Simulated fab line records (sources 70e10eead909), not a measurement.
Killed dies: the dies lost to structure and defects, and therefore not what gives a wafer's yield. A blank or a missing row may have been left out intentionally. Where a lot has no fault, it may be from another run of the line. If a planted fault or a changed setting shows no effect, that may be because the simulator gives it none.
Which tool did it?	flow nand_harc	66 wafers from 22 lots sampled at 5 of the route's 1302 steps

WHAT EACH GAUGE READ, for each wafer
NHARC_A_CONTACT_CD_MEAS_53. Usual: 289.6 nm for cd_nm, sd 0.76.
lot	measured	on	cd_nm (nm)	flag
L075	day 22 03:11	cd_sem-03	290.5 290.3 290.5	
L074	day 22 03:31	cd_sem-01	289.6 289.7 289.5	
L076	day 22 18:02	cd_sem-02	289.2 289.0 289.9	
L078	day 22 18:24	cd_sem-01	289.2 288.1 288.6	
L077	day 23 09:45	cd_sem-02	290.1 290.4 290.3	
L079	day 24 06:26	cd_sem-01	287.6 287.4 288.0	
L081	day 25 01:54	cd_sem-01	289.2 289.7 289.4	
L080	day 25 07:24	cd_sem-03	288.8 288.9 289.3	
L083	day 25 08:46	cd_sem-02	290.0 290.3 290.5	
L082	day 25 12:06	cd_sem-03	290.2 289.6 289.6	
L084	day 25 23:59	cd_sem-03	289.2 289.6 289.4	
L087	day 26 21:11	cd_sem-02	290.5 290.0 290.6	
L089	day 27 12:56	cd_sem-01	290.0 289.6 290.1	
L091	day 27 19:26	cd_sem-03	289.3 288.9 289.1	
L090	day 27 20:50	cd_sem-02	290.2 290.2 290.4	
L088	day 28 01:46	cd_sem-02	289.1 289.0 289.7	
L092	day 28 20:11	cd_sem-02	290.4 291.0 290.7	
L093	day 29 05:27	cd_sem-01	288.6 288.3 288.3	
L095	day 29 22:29	cd_sem-01	290.5 290.5 290.6	
L094	day 29 22:50	cd_sem-03	289.8 290.3 290.2	
L096	day 30 10:36	cd_sem-03	289.1 288.9 288.9	
L097	day 31 03:40	cd_sem-01	288.9 289.2 288.6	

NHARC_A_CONTACT_CD_MEAS_15. Usual: 190.1 nm for cd_nm, sd 0.7.
lot	measured	on	cd_nm (nm)	flag
L075	day 22 19:17	cd_sem-03	190.4 190.6 190.5	
L074	day 22 20:15	cd_sem-01	190.1 189.8 190.2	
L076	day 23 11:55	cd_sem-01	190.7 189.8 190.1	
L078	day 23 12:35	cd_sem-03	190.3 189.4 189.4	
L077	day 24 03:50	cd_sem-01	189.1 188.8 190.1	
L079	day 24 22:40	cd_sem-01	189.9 189.9 190.3	
L081	day 25 21:10	cd_sem-01	190.5 190.0 190.5	
L080	day 26 00:39	cd_sem-03	189.3 188.7 190.0	
L083	day 26 01:04	cd_sem-03	189.6 189.7 189.2	
L082	day 26 08:29	cd_sem-03	189.4 189.1 189.4	
L084	day 27 00:16	cd_sem-03	191.4 190.7 189.9	
L087	day 27 20:28	cd_sem-03	189.6 190.0 188.7	
L089	day 28 10:22	cd_sem-02	190.3 190.4 189.9	
L091	day 28 11:37	cd_sem-01	189.5 190.1 190.2	
L090	day 28 16:37	cd_sem-01	188.6 189.4 189.3	
L088	day 28 20:46	cd_sem-02	189.9 190.6 190.0	
L092	day 29 14:56	cd_sem-03	190.6 190.4 190.7	
L093	day 29 22:10	cd_sem-02	191.5 190.8 190.2	
L095	day 30 14:41	cd_sem-02	190.5 191.6 191.1	
L094	day 30 15:04	cd_sem-03	190.2 189.6 189.4	
L096	day 31 02:56	cd_sem-02	192.0 191.0 191.9	
L097	day 31 20:25	cd_sem-02	189.6 189.8 190.3	

TOOL THAT RAN EACH LOT (tool first, then ch and the chambers of the sampled wafers, then the start)
lot	NHARC_A_CONTACT_ETCH_106	NHARC_A_CONTACT_ETCH_31	NHARC_A_CONTACT_ETCH_98
L075	rie_diel-11 ch 1,2,3, day 22 12:47	rie_diel-11 ch 0,2,3, day 22 19:17 or earlier	rie_diel-11 ch 0,3, day 22 19:17 or earlier
L074	rie_diel-11 ch 2,3, day 22 13:38	rie_diel-01 ch 0,3, day 22 20:15 or earlier	rie_diel-11 ch 0,1,2, day 22 20:15 or earlier
L076	rie_diel-11 ch 0,1,3, day 23 03:41	rie_diel-11 ch 0,2, day 23 11:55 or earlier	rie_diel-05 ch 0,1,2, day 23 11:55 or earlier
L078	rie_diel-11 ch 1,2, day 23 04:09	rie_diel-01 ch 0,2,3, day 23 12:35 or earlier	rie_diel-05 ch 0,2,3, day 23 12:35 or earlier
L077	rie_diel-05 ch 0,1,2, day 23 21:19	rie_diel-05 ch 0,2,3, day 24 03:50 or earlier	rie_diel-01 ch 0,1,3, day 24 03:50 or earlier
L079	rie_diel-05 ch 0,2,3, day 24 16:18	rie_diel-11 ch 0,2,3, day 24 22:40 or earlier	rie_diel-11 ch 1,2,3, day 24 22:40 or earlier
L081	rie_diel-11 ch 1,2, day 25 13:42	rie_diel-05 ch 0,1, day 25 21:10 or earlier	rie_diel-11 ch 0,1,2, day 25 21:10 or earlier
L080	rie_diel-11 ch 0,2,3, day 25 16:56	rie_diel-11 ch 0,2, day 26 00:39 or earlier	rie_diel-05 ch 0,1,3, day 26 00:39 or earlier
L083	rie_diel-11 ch 2,3, day 25 18:27	rie_diel-01 ch 1,2,3, day 26 01:04 or earlier	rie_diel-11 ch 1,2, day 26 01:04 or earlier
L082	rie_diel-05 ch 0,1, day 25 22:28	rie_diel-11 ch 1,2, day 26 08:29 or earlier	rie_diel-11 ch 1,2,3, day 26 08:29 or earlier
L084	rie_diel-05 ch 0,2,3, day 26 13:13	rie_diel-11 ch 0,1,2, day 27 00:16 or earlier	rie_diel-11 ch 1,2, day 27 00:16 or earlier
L087	rie_diel-11 ch 1,2,3, day 27 09:12	rie_diel-01 ch 0,2,3, day 27 20:28 or earlier	rie_diel-01 ch 0,1,3, day 27 20:28 or earlier
L089	rie_diel-11 ch 0,1,3, day 27 23:52	rie_diel-01 ch 1,2,3, day 28 10:22 or earlier	rie_diel-11 ch 0,1, day 28 10:22 or earlier
L091	rie_diel-05 ch 0,2, day 28 05:03	rie_diel-11 ch 0,2,3, day 28 11:37 or earlier	rie_diel-05 ch 0,1,2, day 28 11:37 or earlier
L090	rie_diel-01 ch 1,2, day 28 10:14	rie_diel-11 ch 2,3, day 28 16:37 or earlier	rie_diel-01 ch 0,2,3, day 28 16:37 or earlier
L088	rie_diel-05 ch 1,2,3, day 28 13:23	rie_diel-05 ch 0,1,3, day 28 20:46 or earlier	rie_diel-05 ch 1,2,3, day 28 20:46 or earlier
L092	rie_diel-01 ch 0,3, day 29 08:08	rie_diel-01 ch 0,1,3, day 29 14:56 or earlier	rie_diel-11 ch 0,3, day 29 14:56 or earlier
L093	rie_diel-11 ch 0,1,2, day 29 15:04	rie_diel-11 ch 1,2,3, day 29 22:10 or earlier	rie_diel-11 ch 0,1,2, day 29 22:10 or earlier
L095	rie_diel-11 ch 0,2,3, day 30 08:15	rie_diel-11 ch 2,3, day 30 14:41 or earlier	rie_diel-11 ch 0,1,2, day 30 14:41 or earlier
L094	rie_diel-01 ch 0,1,2, day 30 08:28	rie_diel-05 ch 0,1,2, day 30 14:58 or earlier	rie_diel-01 ch 0,1,3, day 30 14:58
L096	rie_diel-11 ch 1,2,3, day 30 20:12	rie_diel-01 ch 1,3, day 31 02:56 or earlier	rie_diel-11 ch 1,3, day 31 02:56 or earlier
L097	rie_diel-01 ch 0,3, day 31 13:26	rie_diel-11 ch 0,1,2, day 31 20:25 or earlier	rie_diel-11 ch 1,2,3, day 31 20:25 or earlier
- NHARC_A_CONTACT_ETCH_106: etches the open film in CF4/O2, target depth 90 nm, overetch 9 nm, time 49.5 s.
- NHARC_A_CONTACT_ETCH_31: etches the open film in O2/COS, target depth 2800 nm, time 728 s.
- NHARC_A_CONTACT_ETCH_98: etches the open film in C4F6/O2, target depth 20 nm, time 10 s.

WHAT THE TOOLS THEMSELVES READ (means of the sampled wafers that have a number; where no wafer has one, the mark that the record gives instead)
NHARC_A_CONTACT_ETCH_106. Usual: chamber_pressure_mTorr 29.998 mTorr, standard deviation 0.027; drypump_motor_current_A 5.6 A, standard deviation 0.42; oes_product_au 1.002 a.u., standard deviation 0.0096; rf_vpp_V 197.6 V, standard deviation 1.5; showerhead_plenum_p_Torr 1.33 Torr, standard deviation 0.067; throttle_valve_pct 13.398 %, standard deviation 0.0096.
lot	tool	chamber_pressure_mTorr (mTorr)	drypump_motor_current_A (A)	oes_product_au (a.u.)	rf_vpp_V (V)	showerhead_plenum_p_Torr (Torr)	throttle_valve_pct (%)	flag
L075	rie_diel-11	29.983	5.6	0.999	197.2	1.30	13.394	
L074	rie_diel-11	30.021	5.5	1.004	198.0	1.30	13.404	
L076	rie_diel-11	29.987	5.5	1.013	197.7	1.35	13.393	
L078	rie_diel-11	30.010	5.9	0.999	196.7	1.26	13.401	
L077	rie_diel-05	29.973	5.6	1.008	198.1	1.37	13.395	
L079	rie_diel-05	29.991	5.3	1.006	198.3	1.37	13.406	
L081	rie_diel-11	29.999	5.9	1.000	196.3	1.25	13.403	
L080	rie_diel-11	29.989	5.4	1.001	198.0	1.35	13.393	
L083	rie_diel-11	30.004	5.6	0.995	196.9	1.30	13.398	
L082	rie_diel-05	29.985	5.3	1.003	198.3	1.36	13.408	
L084	rie_diel-05	30.008	5.4	1.003	198.0	1.37	13.402	
L087	rie_diel-11	29.991	5.6	1.001	196.9	1.30	13.392	
L089	rie_diel-11	30.008	5.5	0.993	197.4	1.35	13.402	
L091	rie_diel-05	29.989	5.5	1.010	197.6	1.34	13.394	
L090	rie_diel-01	30.017	5.6	0.989	196.8	1.28	13.398	
L088	rie_diel-05	29.976	5.6	1.005	199.8	1.38	13.401	
L092	rie_diel-01	30.017	5.9	1.010	196.1	1.30	13.398	
L093	rie_diel-11	29.994	5.7	1.003	198.0	1.30	13.404	
L095	rie_diel-11	29.996	5.4	1.004	197.7	1.35	13.396	
L094	rie_diel-01	30.000	5.9	0.994	196.5	1.26	13.396	
L096	rie_diel-11	29.984	5.6	0.998	197.0	1.29	13.402	
L097	rie_diel-01	29.965	5.9	1.004	196.9	1.27	13.394	

NHARC_A_CONTACT_ETCH_31. Usual: chamber_pressure_mTorr 20.001 mTorr, standard deviation 0.018; drypump_motor_current_A 5.7 A, standard deviation 0.4; oes_product_au 1.000 a.u., standard deviation 0.0097; rf_vpp_V 313.5 V, standard deviation 2.2; showerhead_plenum_p_Torr 3.08 Torr, standard deviation 0.15; throttle_valve_pct 28.331 %, standard deviation 0.0087.
lot	tool	chamber_pressure_mTorr (mTorr)	drypump_motor_current_A (A)	oes_product_au (a.u.)	rf_vpp_V (V)	showerhead_plenum_p_Torr (Torr)	throttle_valve_pct (%)	flag
L075	rie_diel-11	20.008	5.4	1.006	315.0	3.17	28.328	
L074	rie_diel-01	19.996	5.8	0.998	313.7	3.08	28.328	
L076	rie_diel-11	19.980	5.7	1.004	313.9	3.07	28.336	
L078	rie_diel-01	19.981	6.0	0.994	312.0	3.01	28.336	
L077	rie_diel-05	20.011	5.4	1.004	314.3	3.21	28.339	
L079	rie_diel-11	20.006	5.4	1.007	314.6	3.16	28.329	
L081	rie_diel-05	20.006	5.5	0.996	315.9	3.23	28.331	
L080	rie_diel-11	20.009	5.7	0.999	312.9	3.06	28.332	
L083	rie_diel-01	20.007	5.8	0.995	313.4	3.03	28.342	
L082	rie_diel-11	20.000	5.9	0.999	311.0	2.94	28.336	
L084	rie_diel-11	20.000	5.8	0.996	313.1	3.05	28.335	
L087	rie_diel-01	19.973	6.1	0.998	312.1	2.99	28.332	
L089	rie_diel-01	20.020	5.8	1.001	313.1	3.02	28.327	
L091	rie_diel-11	20.003	5.4	0.995	315.0	3.16	28.327	
L090	rie_diel-11	20.027	5.3	1.003	314.5	3.14	28.331	
L088	rie_diel-05	19.999	5.3	0.999	315.8	3.23	28.326	
L092	rie_diel-01	19.993	5.7	0.997	312.9	3.02	28.331	
L093	rie_diel-11	20.006	5.7	1.004	313.4	3.03	28.329	
L095	rie_diel-11	19.999	5.5	1.013	312.7	3.04	28.321	
L094	rie_diel-05	20.010	5.6	0.999	314.7	3.17	28.330	
L096	rie_diel-01	19.995	5.6	1.001	313.4	3.08	28.329	
L097	rie_diel-11	20.006	5.8	1.000	312.7	3.04	28.330	

NHARC_A_CONTACT_ETCH_98. Usual: chamber_pressure_mTorr 30.000 mTorr, standard deviation 0.029; drypump_motor_current_A 5.6 A, standard deviation 0.4; oes_product_au 0.957 a.u., standard deviation 0.019; rf_vpp_V 546 V, standard deviation 3.8; showerhead_plenum_p_Torr 3.89 Torr, standard deviation 0.19; throttle_valve_pct 26.905 %, standard deviation 0.0083.
lot	tool	chamber_pressure_mTorr (mTorr)	drypump_motor_current_A (A)	oes_product_au (a.u.)	rf_vpp_V (V)	showerhead_plenum_p_Torr (Torr)	throttle_valve_pct (%)	flag
L075	rie_diel-11	30.011	5.3	0.963	550	4.12	26.904	
L074	rie_diel-11	30.019	5.8	0.955	546	3.85	26.900	
L076	rie_diel-05	30.011	5.6	0.960	548	4.01	26.907	
L078	rie_diel-05	29.986	5.4	1.004	549	4.03	26.913	
L077	rie_diel-01	30.009	5.7	0.941	544	3.82	26.905	
L079	rie_diel-11	30.005	5.7	0.944	544	3.82	26.908	
L081	rie_diel-11	30.001	5.8	0.947	544	3.84	26.907	
L080	rie_diel-05	30.013	5.3	0.988	550	4.07	26.911	
L083	rie_diel-11	29.990	5.9	0.946	541	3.70	26.898	
L082	rie_diel-11	30.012	5.6	0.953	545	3.82	26.900	
L084	rie_diel-11	29.985	6.0	0.966	542	3.68	26.901	
L087	rie_diel-01	30.005	5.7	0.961	546	3.80	26.909	
L089	rie_diel-11	29.991	5.6	0.943	548	3.97	26.901	
L091	rie_diel-05	29.997	5.6	0.963	548	3.99	26.905	
L090	rie_diel-01	30.021	6.1	0.958	544	3.76	26.902	
L088	rie_diel-05	30.025	5.6	0.945	549	4.06	26.898	
L092	rie_diel-11	30.027	5.2	0.994	549	4.08	26.902	
L093	rie_diel-11	30.006	5.8	0.940	544	3.83	26.903	
L095	rie_diel-11	29.988	5.8	0.946	545	3.83	26.906	
L094	rie_diel-01	29.960	5.7	0.968	544	3.79	26.901	
L096	rie_diel-11	29.986	5.7	0.948	545	3.79	26.911	
L097	rie_diel-11	30.012	5.7	0.956	545	3.80	26.905	

THE ANSWER, worked out from the rows above alone
Rule: lot off if the mean of its wafers having a number is beyond 3 standard deviations from the usual mean. A lot without any number at a reading at which 4 lots or more have one is off too. All remaining lots with rows at the step are treated as sound. After the gauges, taken in route order, come the tools' own readings; for these a lot's mean is taken, as printed above. The first step at which some lot is off is used, and at that step the reading that is off furthest; a lot without a number counts as furthest.
No lot is off on any of the readings shown, so nothing can be concluded from this.

WHAT HAD BEEN PUT IN BY THE SIMULATOR
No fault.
